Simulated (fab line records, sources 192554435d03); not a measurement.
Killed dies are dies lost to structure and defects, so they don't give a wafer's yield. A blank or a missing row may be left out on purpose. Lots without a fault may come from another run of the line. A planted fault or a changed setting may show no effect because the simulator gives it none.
A struck lot beside a sound one | flow n5_finfet | 16 steps out of a route of 1938
Sound: wafers L478.1, L478.3, L478.6. Struck: wafers L490.1, L490.4, L490.6. The cause comes at the end.
At each step with rows: each side's tool, then ch and its chambers, then its first start. Under that, the readings that differ: sound wafers | struck wafers | difference of the means | sigmas: that difference in standard deviations of wafers without a fault.
alike: readings whose means differ by less than 2 such deviations, and words and numbers that are the same on both sides. not compared: withheld readings, readings that some wafer has no value for, bounds like >300 that may hide the same value, and numbers for which the record gives no deviation and whose values overlap.
The two part at a step that has a row with sigmas, a row that says differs or no value, or rows on one side only. Numbers that don't overlap but have no deviation are shown without sigmas and don't part them. A reading that every wafer of one side lacks parts them only if that side has two wafers or more.

N5_BEOL_M3_CD_MEAS_35: target cd 18 nm, target cd y 21 nm.
  sound on cd_sem-03, day 10 19:40; struck on cd_sem-03, day 14 18:34
  alike: cd_nm
then, 1 step without rows for these wafers: N5_BEOL_M3_DEGAS_44 (time 60 s).
N5_BEOL_M3_PRE_CLEAN_45: time 30 s.
  sound on pvd_sputter-01, day 10 20:04; struck on pvd_sputter-01, day 14 19:01
  alike: heater_power_w
then, 3 steps without rows for these wafers: N5_BEOL_M3_ALD_84 (deposits TaN, pulse time 2 s, purge time 3 s, co reactant purge time 2 s); N5_BEOL_M3_SURFACE_TREAT_85; N5_BEOL_M3_CVD_47 (deposits Co from CCTBA/H2, target thk 3 nm, time 223.8 s).
N5_BEOL_M3_SPUTTER_48: material Cu, target thk 4.5 nm, time 8.29 s.
  sound on pvd_sputter-02, day 10 20:37; struck on pvd_sputter-02, day 14 20:14
  alike: chamber_pressure_pa, chuck_gas_flow_sccm, chuck_sensor_temp_C, substrate_temp_c, throttle_valve_pct
N5_BEOL_M3_ANNEAL_49: time 240 s.
  sound on pvd_sputter-02, day 10 20:41; struck on pvd_sputter-02, day 14 20:19
  alike: heater_power_w
then, 2 steps without rows for these wafers: N5_BEOL_M3_SPUTTER_79 (material Cu, target thk 4.5 nm, time 8.29 s); N5_BEOL_M3_ANNEAL_80 (time 240 s).
N5_BEOL_M3_SPUTTER_81: material Cu, target thk 4.5 nm, time 8.29 s.
  sound on pvd_sputter-02, day 10 21:03; struck on pvd_sputter-02, day 14 20:41
  alike: chamber_pressure_pa, chuck_gas_flow_sccm, chuck_sensor_temp_C, substrate_temp_c, throttle_valve_pct
N5_BEOL_M3_ANNEAL_82: time 240 s.
  sound on pvd_sputter-02, day 10 21:08; struck on pvd_sputter-02, day 14 20:46
  alike: heater_power_w
N5_BEOL_M3_SPUTTER_86: material Cu, target thk 4.5 nm, time 8.29 s.
  sound on pvd_sputter-02, day 10 21:16; struck on pvd_sputter-02, day 14 20:54
  no value came back on the struck wafers for any of 6 readings (chamber_pressure_pa (Pa), chuck_gas_flow_sccm (sccm) and others); on the sound wafers chamber_pressure_pa (Pa) reads 0.06999 0.07017 0.0701
then, 1 step without rows for these wafers: N5_BEOL_M3_ANNEAL_87 (time 240 s).
N5_BEOL_M4_RC_MEAS_101:
  sound on prober-02 ch 0, day 12 13:32; struck on prober-02 ch 0, day 15 19:31
  alike: DIBL_N, DIBL_P, IOFF_N, IOFF_P, ION_N, ION_P, SS_N, SS_P, VT_N, VT_P
-- the record jumps here: 6 days lie between the struck wafers' starts before and after (it left off in module BEOL_M4 and takes up again in module PASSIVATION, whose first step shown is number 1936 of the route) --
N5_PASSIVATION_PROBE_49:
  sound on prober-02, day 17 11:17; struck on prober-02, day 21 11:31
  reading                 | sound       | struck      | difference | sigmas
  killed_at_front_end     | 21 27 14    | 56 68 38    | +33        | +3
  killed_short            | 25 23 21    | 48 36 32    | +16        | +2
  sort_bin_5_function (%) | 4.3 3.1 4.6 | 6.7 6.9 5.6 | +2.4       | +2
  alike: defect_limited_yield, killed_at_M0_to_M3, killed_at_M4_up, killed_at_contacts, killed_at_other, killed_dies, killed_open, sort_bin_4_leakage, sort_bin_6_memory, sort_n_pass, sort_yield_pct

WHERE THEY PART
First at N5_BEOL_M3_SPUTTER_86; last, within this record, at N5_PASSIVATION_PROBE_49.

WHY: what the simulator had put in
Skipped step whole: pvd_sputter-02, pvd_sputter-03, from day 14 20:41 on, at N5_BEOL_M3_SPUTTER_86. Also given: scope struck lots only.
